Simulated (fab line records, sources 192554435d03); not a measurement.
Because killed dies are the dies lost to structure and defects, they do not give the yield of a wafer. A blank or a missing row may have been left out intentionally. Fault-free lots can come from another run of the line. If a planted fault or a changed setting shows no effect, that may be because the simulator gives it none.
fab line records | flow n5_finfet | part 1 of 2: steps 1 to 4 of 6
record: lots: 22 wafers: 66 last_day: 19
route steps=1938 shown BEOL_M7@1330 BEOL_M8@1369 BEOL_M9@1419
lots with no fault: from the same line, run without faults
start_h: hours from the record's first day to the start of the lot's first wafer shown | wait_h: hours since the lot's step before | " same as the row above | L1.1+2: several wafers, shown together as one row | - no value, or no start given | * or withheld: withheld | < > ~ a bound
route shown NAME@n: a module of which the file shows steps, and the number in the route of the first | usual: the fault-free wafers' mean and standard deviation | same: alike in all rows | chamber/n: place in a boat | sites: each site's reading | _std_site: standard deviation across them | _edge_site: mean of outer sites minus mean of inner sites | radius_mm: for every site, how far away it sits from the centre of the wafer | mask NAME#n: copy n | behind: the last tool/chamber to shape the wafer | hold: cause of the lot's hold/its duration in hours/its outcome | device: which transistor (n, p or np) failed to switch | end of line: the route-end tests of the same wafers | a step with no rows: only its recipe | killed: not the wafer's yield, but the dies lost to structure and defects at the first sort | map: the dies of a wafer, with x for killed, . for not killed, _ for no die there
set.NAME: the run value of the setting; set.NAME@STEP: its run value at that earlier step | model.NAME: the simulator's own value behind a step, which no gauge read
route steps across a sampled set of lots; one table per step, one row per wafer
services: when a tool's chamber went out of use (start_h, in hours from the record's first day, below 0 if earlier), for how many hours, and the reason
== steps ==
step: N5_BEOL_M7_RS_MEAS_57
recipe: thk_meas_gauge: four-point-probe reads: Cu_of_BEOL_M7_ECD_50+Co_of_BEOL_M7_CVD_78+TaN_of_BEOL_M7_ALD_77
usual: M7_RS: 0.284/0.011
columns lot.wafer tool chamber start_h wait_h M7_RS[ohm/sq]
L074.1 film_metro-02 - 221.05 0.1 0.306
L074.4 " - " " 0.276
L074.6 " - " " 0.280
L075.1 film_metro-02 - 223.65 0.1 0.282
L075.2 " - " " 0.304
L075.6 " - " " 0.279
L078.2 film_metro-01 - 272.21 0.1 0.292
L078.3 " - " " 0.298
L078.6 " - " " 0.289
L077.4 film_metro-02 - 273.99 0.0 0.281
L077.5 " - " " 0.282
L077.6 " - " " 0.303
L079.1 film_metro-02 - 289.69 0.1 0.285
L079.4 " - " " 0.294
L079.6 " - " " 0.289
L080.2 film_metro-02 - 293.39 0.1 0.271
L080.4 " - " " 0.288
L080.5 " - " " 0.295
L081.1 film_metro-02 - 300.24 0.1 0.279
L081.2 " - " " 0.279
L081.6 " - " " 0.277
L082.1 film_metro-02 - 306.25 0.1 0.307
L082.3 " - " " 0.275
L082.4 " - " " 0.289
L083.2 film_metro-02 - 318.62 0.1 0.290
L083.3 " - " " 0.274
L083.6 " - " " 0.281
L084.1 film_metro-01 - 326.57 0.1 0.297
L084.3 " - " " 0.278
L084.4 " - " " 0.277
L085.1 film_metro-02 - 328.38 0.1 0.285
L085.4 " - " " 0.277
L085.6 " - " " 0.276
L087.1 film_metro-02 - 330.92 0.1 0.289
L087.2 " - " " 0.291
L087.5 " - " " 0.281
L086.2 film_metro-02 - 331.51 0.1 0.295
L086.4 " - " " 0.296
L086.5 " - " " 0.279
L076.3 film_metro-02 - 339.91 0.1 0.285
L076.4 " - " " 0.284
L076.6 " - " " 0.299
L089.2 film_metro-02 - 340.17 0.1 0.282
L089.3 " - " " 0.285
L089.5 " - " " 0.293
L090.2 film_metro-02 - 347.90 0.1 0.299
L090.4 " - " " 0.284
L090.6 " - " " 0.275
L091.2 film_metro-01 - 362.07 0.1 0.293
L091.5 " - " " 0.277
L091.6 " - " " 0.269
L088.2 film_metro-02 - 368.22 0.1 0.263
L088.3 " - " " 0.264
L088.6 " - " " 0.289
L094.1 film_metro-02 - 371.77 0.1 0.286
L094.3 " - " " 0.274
L094.4 " - " " 0.276
L093.2 film_metro-01 - 375.46 0.1 0.284
L093.4 " - " " 0.280
L093.6 " - " " 0.287
L095.2 film_metro-02 - 377.34 0.1 0.291
L095.5 " - " " 0.308
L095.6 " - " " 0.278
L096.2 film_metro-01 - 380.71 0.1 0.276
L096.5 " - " " 0.265
L096.6 " - " " 0.256
step: N5_BEOL_M8_ETCH_72
recipe: chemistry: N2/H2 target: underlayer target_depth_a: 65 mask_material: CAR-EUV time_s: 5.2 ion_energy_ev: 200 pressure_mtorr: 30 source_w: 840 bias_w: 150 n2_flow_sccm: 200 h2_flow_sccm: 200 ends: cleared
usual: drypump_motor_current_A: 5.9/0.49 etch_rf_on_time_s: 5.18/0.1 oes_product_au: 0.68/0.051 rf_vpp_V: 523.0/2.5 showerhead_plenum_p_Torr: 2.50/0.085 throttle_valve_pct: 17.79/0.22
columns lot.wafer tool chamber start_h wait_h drypump_motor_current_A etch_rf_on_time_s oes_product_au rf_hours_counter_h rf_vpp_V showerhead_plenum_p_Torr throttle_valve_pct
L074.1 rie_diel-03 1 226.10 0.0 6.5 5.32 0.71 56 524.4 2.58 17.63
L074.4 " 2 " " 6.8 5.07 0.72 72 524.6 2.57 17.88
L074.6 " 0 " " 6.0 5.26 0.70 - 518.9 2.47 18.05
L075.1 rie_diel-03 0 229.14 0.0 6.0 5.28 0.69 86 521.6 2.47 18.03
L075.2 " 1 " " 6.5 5.35 0.72 57 526.0 2.58 17.63
L075.6 " 2 " " 6.7 5.06 0.70 - 523.6 2.57 17.92
L078.2 rie_diel-03 3 275.51 0.0 5.6 5.15 0.82 7 526.7 2.61 17.98
L078.3 " 0 " " 6.0 5.21 0.68 100 522.0 2.46 18.08
L078.6 " 3 " " 5.6 5.14 0.81 - 526.6 2.61 17.98
L077.4 rie_diel-01 1 280.34 0.0 6.5 5.08 0.70 81 523.6 2.48 17.65
L077.5 " 2 " " 5.4 5.25 0.59 - 526.2 2.61 18.03
L077.6 " 1 " " 6.5 5.10 0.69 - 521.5 2.48 17.68
L079.1 rie_diel-03 1 295.19 0.0 6.5 5.25 0.69 74 525.4 2.57 17.67
L079.4 " 2 " " 6.7 5.08 0.69 92 524.3 2.56 17.95
L079.6 " 0 " " 6.0 5.25 0.68 - 522.5 2.46 18.04
L080.2 rie_diel-01 2 298.81 0.0 5.4 5.25 0.59 240 525.1 2.61 18.03
L080.4 " 0 " " 6.2 5.38 0.62 180 521.8 2.42 17.92
L080.5 " 1 " " 6.4 5.05 0.68 - 521.2 2.48 17.66
L081.1 rie_diel-03 3 305.59 0.0 5.6 5.16 0.79 14 526.5 2.61 18.01
L081.2 " 0 " " 6.0 5.22 0.68 108 522.9 2.46 18.08
L081.6 " 1 " " 6.5 5.27 0.69 - 522.7 2.57 17.66
L082.1 rie_diel-01 0 314.46 0.0 6.2 5.37 0.62 184 520.9 2.42 17.88
L082.3 " 2 " " 5.4 5.28 0.57 244 524.6 2.61 18.02
L082.4 " 1 " " 6.5 5.06 0.68 91 524.6 2.48 17.67
L083.2 rie_diel-01 0 321.76 0.0 6.3 5.40 0.63 187 520.7 2.41 17.91
L083.3 " 2 " " 5.4 5.21 0.59 246 526.9 2.61 18.02
L083.6 " 0 " " 6.2 5.42 0.63 - 519.8 2.42 17.90
L084.1 rie_diel-05 0 333.09 0.0 5.3 5.19 0.68 96 525.0 2.56 17.75
L084.3 " 2 " " 5.6 4.97 0.62 235 526.7 2.62 18.09
L084.4 " 3 " " 5.5 5.16 0.73 48 523.9 2.47 17.44
L085.1 rie_diel-01 1 333.21 0.0 6.4 5.01 0.68 100 522.1 2.48 17.74
L085.4 " 0 " " 6.2 5.34 0.61 - 520.4 2.41 17.94
L085.6 " 1 " " 6.5 5.02 0.67 - 523.1 2.48 17.69
L087.1 rie_diel-05 2 334.99 0.0 5.6 4.99 0.63 236 524.3 2.62 18.09
L087.2 " 3 " " 5.5 5.16 0.73 49 523.5 2.46 17.43
L087.5 " 2 " " 5.6 4.99 0.62 - 526.7 2.62 18.12
L086.2 rie_diel-01 1 335.41 0.0 6.4 5.17 0.66 101 520.4 2.48 17.71
L086.4 " 0 " " 6.2 5.46 0.61 - 519.0 2.41 17.94
L086.5 " 3 " " 5.1 5.17 0.61 - 518.8 2.30 17.61
L076.3 rie_diel-05 2 346.17 0.0 5.7 4.92 0.62 240 524.5 2.62 18.10
L076.4 " 0 " " 5.3 5.26 0.68 100 522.9 2.56 17.76
L076.6 " 1 " " 6.2 5.21 0.73 - 521.7 2.46 17.63
L089.2 rie_diel-03 2 346.22 0.0 6.7 5.09 0.67 103 525.7 2.56 17.96
L089.3 " 3 " " 5.6 5.22 0.78 22 527.3 2.60 18.03
L089.5 " 3 " " 5.6 5.21 0.77 - 525.4 2.60 18.01
L090.2 rie_diel-05 1 355.85 0.0 6.2 5.30 0.72 67 522.9 2.46 17.65
L090.4 " 2 " " 5.6 4.98 0.61 244 526.4 2.62 18.10
L090.6 " 0 " " 5.3 5.28 0.66 - 522.9 2.56 17.77
L091.2 rie_diel-05 1 366.66 0.0 6.2 5.18 0.72 70 522.1 2.46 17.64
L091.5 " 0 " " 5.4 5.21 0.67 - 526.9 2.55 17.79
L091.6 " 1 " " 6.2 5.25 0.71 - 521.9 2.46 17.66
L088.2 rie_diel-03 0 374.15 0.0 6.0 5.24 0.65 125 520.9 2.45 18.12
L088.3 " 1 " " 6.5 5.27 0.67 95 526.1 2.57 17.69
L088.6 " 1 " " 6.5 5.31 0.68 - 525.3 2.57 17.69
L094.1 rie_diel-01 1 378.32 0.0 6.5 5.05 0.66 110 522.6 2.47 17.71
L094.3 " 2 " " 5.4 5.07 0.81 17 525.1 2.60 17.72
L094.4 " 3 " " 5.1 5.11 0.61 230 517.1 2.29 17.65
L093.2 rie_diel-05 0 378.44 0.0 5.3 5.19 0.66 112 525.8 2.55 17.80
L093.4 " 0 " " 5.4 5.27 0.66 - 525.4 2.55 17.82
L093.6 " 1 " " 6.2 5.22 0.71 - 521.7 2.45 17.68
L095.2 rie_diel-05 0 380.69 0.0 5.4 5.21 0.65 114 525.9 2.55 17.80
L095.5 " 3 " " 5.5 5.18 0.71 - 523.8 2.46 17.44
L095.6 " 1 " " 6.2 5.16 0.71 - 521.0 2.45 17.68
L096.2 rie_diel-05 0 383.58 0.0 5.4 5.17 0.66 115 524.3 2.55 17.83
L096.5 " 1 " " 6.2 5.22 0.71 - 522.4 2.45 17.68
L096.6 " 3 " " 5.5 5.23 0.71 - 524.4 2.46 17.47
step: N5_BEOL_M8_STRIP_36
recipe: chemistry: N2/H2 power_w: 450 temp_c: 40 pressure_mtorr: 20 rf_frequency_hz: 6e+07 overash_fraction: 0.3 bias_power_w: 7 h2_frac: 0.5 n2_flow_sccm: 200 h2_flow_sccm: 200
usual: drypump_motor_current_A: 5.9/0.49 oes_product_au: 0.79/0.061 rf_vpp_V: 59.1/1.4 showerhead_plenum_p_Torr: 2.50/0.085 throttle_valve_pct: 23.54/0.28
columns lot.wafer tool chamber start_h wait_h drypump_motor_current_A oes_product_au rf_hours_counter_h rf_vpp_V showerhead_plenum_p_Torr throttle_valve_pct
L074.1 rie_diel-03 1 226.30 0.0 6.5 0.83 57 58.9 2.58 23.36
L074.4 " 2 " " 6.7 0.82 72 56.1 2.57 23.62
L074.6 " 0 " " 6.0 0.82 - 60.4 2.47 24.04
L075.1 rie_diel-03 0 229.34 0.0 6.0 0.82 86 60.6 2.46 24.03
L075.2 " 1 " " 6.5 0.84 57 60.1 2.58 23.37
L075.6 " 2 " " 6.7 0.83 - 59.1 2.57 23.61
L078.2 rie_diel-03 0 275.71 0.0 6.0 0.79 101 58.7 2.46 24.08
L078.3 " 2 " " 6.7 0.81 87 59.7 2.56 23.66
L078.6 " 0 " " 6.0 0.81 - 58.2 2.46 24.06
L077.4 rie_diel-01 1 280.54 0.0 6.5 0.80 81 59.5 2.48 23.50
L077.5 " 2 " " 5.4 0.68 - 59.2 2.61 23.70
L077.6 " 1 " " 6.5 0.82 - 58.5 2.48 23.49
L079.1 rie_diel-03 1 295.39 0.0 6.5 0.82 74 59.6 2.57 23.40
L079.4 " 2 " " 6.7 0.80 92 60.3 2.56 23.65
L079.6 " 0 " " 6.0 0.80 - 58.6 2.46 24.10
L080.2 rie_diel-01 2 299.00 0.0 5.4 0.67 240 60.0 2.61 23.72
L080.4 " 0 " " 6.2 0.75 180 58.2 2.41 23.61
L080.5 " 1 " " 6.4 0.80 - 57.5 2.48 23.51
L081.1 rie_diel-03 3 305.79 0.0 5.6 0.92 15 60.1 2.60 23.84
L081.2 " 0 " " 6.0 0.79 108 63.2 2.46 24.07
L081.6 " 1 " " 6.5 0.82 - 58.6 2.57 23.39
L082.1 rie_diel-01 0 314.66 0.0 6.3 0.75 184 59.3 2.41 23.60
L082.3 " 2 " " 5.4 0.68 244 58.7 2.60 23.69
L082.4 " 1 " " 6.5 0.80 91 58.7 2.48 23.51
L083.2 rie_diel-01 0 321.96 0.0 6.2 0.74 187 58.2 2.41 23.61
L083.3 " 2 " " 5.5 0.67 246 58.2 2.60 23.75
L083.6 " 0 " " 6.2 0.74 - 58.4 2.41 23.61
L084.1 rie_diel-05 0 333.29 0.0 5.3 0.79 97 61.7 2.56 23.59
L084.3 " 2 " " 5.6 0.71 235 58.9 2.62 23.80
L084.4 " 3 " " 5.5 0.84 48 61.2 2.46 23.13
L085.1 rie_diel-01 1 333.40 0.0 6.5 0.77 100 58.0 2.47 23.52
L085.4 " 0 " " 6.2 0.73 - 60.8 2.41 23.61
L085.6 " 1 " " 6.4 0.80 - 59.3 2.47 23.54
L087.1 rie_diel-05 2 335.19 0.0 5.6 0.72 236 59.7 2.62 23.81
L087.2 " 3 " " 5.6 0.84 49 59.5 2.46 23.11
L087.5 " 2 " " 5.6 0.72 - 59.2 2.62 23.78
L086.2 rie_diel-01 1 335.61 0.0 6.4 0.79 101 57.9 2.47 23.51
L086.4 " 0 " " 6.2 0.73 - 58.9 2.41 23.62
L086.5 " 3 " " 5.1 0.70 - 57.6 2.29 23.13
L076.3 rie_diel-05 2 346.37 0.0 5.6 0.71 240 58.1 2.62 23.83
L076.4 " 0 " " 5.4 0.79 100 60.5 2.55 23.58
L076.6 " 1 " " 6.2 0.86 - 60.8 2.46 23.31
L089.2 rie_diel-03 2 346.41 0.0 6.7 0.78 103 60.2 2.56 23.65
L089.3 " 3 " " 5.6 0.91 23 56.6 2.60 23.88
L089.5 " 3 " " 5.6 0.92 - 59.3 2.60 23.87
L090.2 rie_diel-05 1 356.05 0.0 6.2 0.86 67 57.1 2.45 23.34
L090.4 " 2 " " 5.6 0.71 244 57.8 2.61 23.80
L090.6 " 0 " " 5.4 0.78 - 61.1 2.55 23.60
L091.2 rie_diel-05 1 366.86 0.0 6.2 0.87 70 57.3 2.45 23.34
L091.5 " 0 " " 5.4 0.79 - 58.1 2.55 23.57
L091.6 " 1 " " 6.2 0.87 - 59.0 2.45 23.35
L088.2 rie_diel-03 0 374.35 0.0 6.0 0.76 125 58.5 2.45 24.13
L088.3 " 1 " " 6.5 0.78 95 61.1 2.56 23.44
L088.6 " 1 " " 6.5 0.78 - 60.5 2.56 23.41
L094.1 rie_diel-01 1 378.51 0.0 6.5 0.78 110 57.5 2.47 23.55
L094.3 " 2 " " 5.4 0.94 17 57.5 2.59 23.62
L094.4 " 3 " " 5.1 0.70 231 59.1 2.29 23.12
L093.2 rie_diel-05 0 378.63 0.0 5.4 0.76 112 60.4 2.55 23.60
L093.4 " 0 " " 5.4 0.77 - 60.0 2.55 23.62
L093.6 " 1 " " 6.2 0.86 - 60.1 2.45 23.35
L095.2 rie_diel-05 0 380.89 0.0 5.3 0.77 114 59.7 2.55 23.61
L095.5 " 3 " " 5.6 0.80 - 56.6 2.45 23.15
L095.6 " 1 " " 6.2 0.84 - 58.5 2.45 23.34
L096.2 rie_diel-05 0 383.78 0.0 5.4 0.77 115 60.0 2.55 23.62
L096.5 " 1 " " 6.2 0.85 - 57.8 2.45 23.36
L096.6 " 3 " " 5.6 0.81 - 59.5 2.45 23.17
step: N5_BEOL_M9_ETCH_62
recipe: chemistry: N2/H2 target: SOC target_depth_a: 1100 overetch_a: 220 mask_material: SiARC temp_c: 40 time_s: 165 ion_energy_ev: 200 pressure_mtorr: 30 source_w: 840 bias_w: 150 n2_flow_sccm: 200 h2_flow_sccm: 200
usual: drypump_motor_current_A: 5.5/0.36 oes_product_au: 0.68/0.084 rf_vpp_V: 522.7/2.7 showerhead_plenum_p_Torr: 2.51/0.095 throttle_valve_pct: 17.80/0.24
columns lot.wafer tool chamber start_h wait_h drypump_motor_current_A oes_product_au rf_hours_counter_h rf_vpp_V showerhead_plenum_p_Torr throttle_valve_pct
L074.1 rie_diel-06 3 233.21 0.0 5.4 0.62 185 519.7 2.43 18.11
L074.4 " 3 " " 5.4 0.61 - 520.0 2.43 18.12
L074.6 " 0 " " 4.9 0.73 - 520.9 2.49 17.56
L075.1 rie_diel-02 2 233.27 0.0 5.5 0.60 250 522.3 2.50 17.80
L075.2 " 1 " " 6.0 0.60 199 520.7 2.43 17.66
L075.6 " 3 " " 5.7 0.60 - 523.0 2.50 18.18
L078.2 rie_diel-06 1 282.61 0.0 5.6 0.60 224 519.8 2.40 17.65
L078.3 " 0 " " 4.9 0.71 52 520.2 2.48 17.60
L078.6 " 2 " " 5.2 0.59 - 525.5 2.63 18.01
L077.4 rie_diel-04 3 285.41 0.1 5.6 0.57 - 523.4 2.50 18.11
L077.5 " 2 " " 5.3 0.60 - 525.5 2.65 18.14
L077.6 " 0 " " 5.8 0.74 - 521.5 2.49 17.60
L079.1 rie_diel-06 0 303.17 0.0 4.9 0.70 59 523.5 2.48 17.61
L079.4 " 2 " " 5.2 0.59 242 526.2 2.62 18.02
L079.6 " 1 " " 5.7 0.60 - 521.0 2.39 17.68
L080.2 rie_diel-04 0 303.63 0.0 5.8 0.73 52 522.4 2.49 17.61
L080.4 " 0 " " 5.8 0.73 - 521.4 2.49 17.60
L080.5 " 1 " " 6.3 0.79 - 529.2 2.72 17.73
L081.1 rie_diel-06 0 316.77 0.0 4.9 0.70 63 521.0 2.48 17.61
L081.2 " 2 " " 5.3 0.58 246 525.7 2.62 18.03
L081.6 " 3 " " 5.3 0.60 - 521.0 2.42 18.18
L082.1 rie_diel-06 0 320.36 0.0 5.0 0.70 64 521.9 2.48 17.62
L082.3 " 1 " " 5.7 0.59 237 520.1 2.39 17.70
L082.4 " 2 " " 5.2 0.58 248 525.0 2.62 18.04
L083.2 rie_diel-06 0 330.12 0.0 4.9 0.70 68 522.0 2.48 17.63
L083.3 " 1 " " 5.7 0.60 241 521.1 2.39 17.71
L083.6 " 0 " " 4.9 0.70 - 519.9 2.48 17.63
L084.1 rie_diel-06 1 340.92 0.0 5.6 0.60 247 518.9 2.39 17.72
L084.3 " 3 " " 5.4 0.60 220 519.8 2.41 18.19
L084.4 " 0 " " 4.9 0.68 - 521.8 2.47 17.63
L085.1 rie_diel-06 1 341.37 0.0 5.7 0.60 248 521.4 2.39 17.70
L085.4 " 1 " " 5.7 0.59 - 518.9 2.39 17.73
L085.6 " 3 " " 5.4 0.60 - 519.2 2.41 18.18
L087.1 rie_diel-06 0 344.16 0.0 4.9 0.69 77 522.8 2.47 17.65
L087.2 " 3 " " 5.4 0.59 222 519.2 2.41 18.19
L087.5 " 0 " " 4.9 0.69 - 521.7 2.47 17.64
L086.2 rie_diel-04 1 344.40 0.0 6.3 0.77 22 527.3 2.71 17.77
L086.4 " 0 " " 5.8 0.72 67 522.4 2.48 17.66
L086.5 " 0 " " 5.8 0.72 - 520.5 2.48 17.64
L076.3 rie_diel-04 0 354.37 0.0 5.8 0.71 70 521.3 2.48 17.63
L076.4 " 1 " " 6.3 0.75 25 527.5 2.71 17.76
L076.6 " 3 " " 5.6 0.81 - 521.4 2.49 17.65
L089.2 rie_diel-02 0 354.54 0.0 5.4 0.76 26 525.8 2.58 17.66
L089.3 " 3 " " 5.7 0.59 247 522.6 2.50 18.18
L089.5 " 3 " " 5.7 0.59 - 524.1 2.50 18.20
L090.2 rie_diel-02 0 361.66 0.0 5.4 0.76 28 524.0 2.58 17.67
L090.4 " 3 " " 5.7 0.59 249 522.8 2.50 18.20
L090.6 " 1 " " 6.0 0.60 - 519.9 2.42 17.70
L091.2 rie_diel-04 1 375.04 0.0 6.2 0.75 32 528.1 2.71 17.77
L091.5 " 1 " " 6.3 0.75 - 527.9 2.71 17.77
L091.6 " 2 " " 5.2 0.60 - 527.2 2.64 18.17
L088.2 rie_diel-02 1 379.75 0.0 6.0 0.59 218 518.8 2.42 17.70
L088.3 " 0 " " 5.4 0.74 36 524.8 2.58 17.67
L088.6 " 2 " " 5.5 0.80 - 523.6 2.50 17.43
L094.1 rie_diel-02 1 384.51 0.0 6.1 0.59 220 521.4 2.42 17.69
L094.3 " 3 " " 5.7 0.86 0 522.1 2.50 17.77
L094.4 " 0 " " 5.4 0.74 38 526.2 2.58 17.68
L093.2 rie_diel-04 2 384.84 0.0 5.2 0.59 229 524.6 2.63 18.19
L093.4 " 3 " " 5.7 0.78 19 523.2 2.49 17.67
L093.6 " 0 " " 5.8 0.71 - 523.4 2.48 17.66
L095.2 rie_diel-06 0 388.72 0.0 4.9 0.68 88 521.8 2.47 17.66
L095.5 " 3 " " 5.4 0.59 - 519.0 2.40 18.20
L095.6 " 0 " " 4.9 0.68 - 522.8 2.47 17.65
L096.2 rie_diel-04 1 389.97 0.0 6.3 0.75 38 529.3 2.70 17.78
L096.5 " 0 " " 5.8 0.70 - 520.6 2.48 17.68
L096.6 " 1 " " 6.3 0.74 - 528.5 2.70 17.77
